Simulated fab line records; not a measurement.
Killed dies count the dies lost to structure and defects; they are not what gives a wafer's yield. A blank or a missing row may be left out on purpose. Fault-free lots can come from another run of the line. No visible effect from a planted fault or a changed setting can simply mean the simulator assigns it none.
Chamber matching | flow n5 finfet | N5_BEOL_M8_DESCUM_33 on rie diel-01 has 4 sister chambers
The step chemistry O2, time 7 s. 4 wafers are shown with their chamber, then 11 later ones without.

WAFERS PAIRED WITH THEIR CHAMBERS
wafer  | chamber | showerhead plenum p Torr (Torr)
L087.4 | 0       | 2.02
L089.1 | 2       | 2.02
L089.4 | 1       | 2.04
L090.1 | 3       | 2.21

WAFERS WITH NO CHAMBER GIVEN
wafer  | showerhead plenum p Torr (Torr)
L090.4 | 2.04
L090.6 | 2.21
L091.1 | 2.21
L091.2 | 2.04
L091.4 | 2.21
L094.3 | 2.21
L094.4 | 2.01
L094.5 | 2.04
L096.1 | 2.01
L096.3 | 2.04
L096.4 | 2.01

WHICH CHAMBER EACH WENT THROUGH
wafer  | from the rows above     | in truth
L090.4 | 1                       | 1
L090.6 | 3                       | 3
L091.1 | 3                       | 3
L091.2 | 1                       | 1
L091.4 | 3                       | 3
L094.3 | 3                       | 3
L094.4 | can't be placed: 0 or 2 | 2
L094.5 | 1                       | 1
L096.1 | can't be placed: 0 or 2 | 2
L096.3 | 1                       | 1
L096.4 | can't be placed: 0 or 2 | 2
Correctly placed: 8 of 11. Unplaceable from these rows: 3, with the true chamber sitting among the candidates in 3. 0 placed wrongly.
How it was worked out, from the rows above alone: a wafer's distance from a chamber is the root of the sum, over the readings, of the square of ((its reading less the chamber's mean) divided by the reading's scatter). If the next closest chamber is less than 2 further off than the closest, the wafer can't be placed; otherwise it belongs to the closest. The mean given for a chamber averages the wafers shown for that chamber. The scatter: root of mean squared gap, hidden wafer to nearest shown wafer, with one shown wafer a chamber.
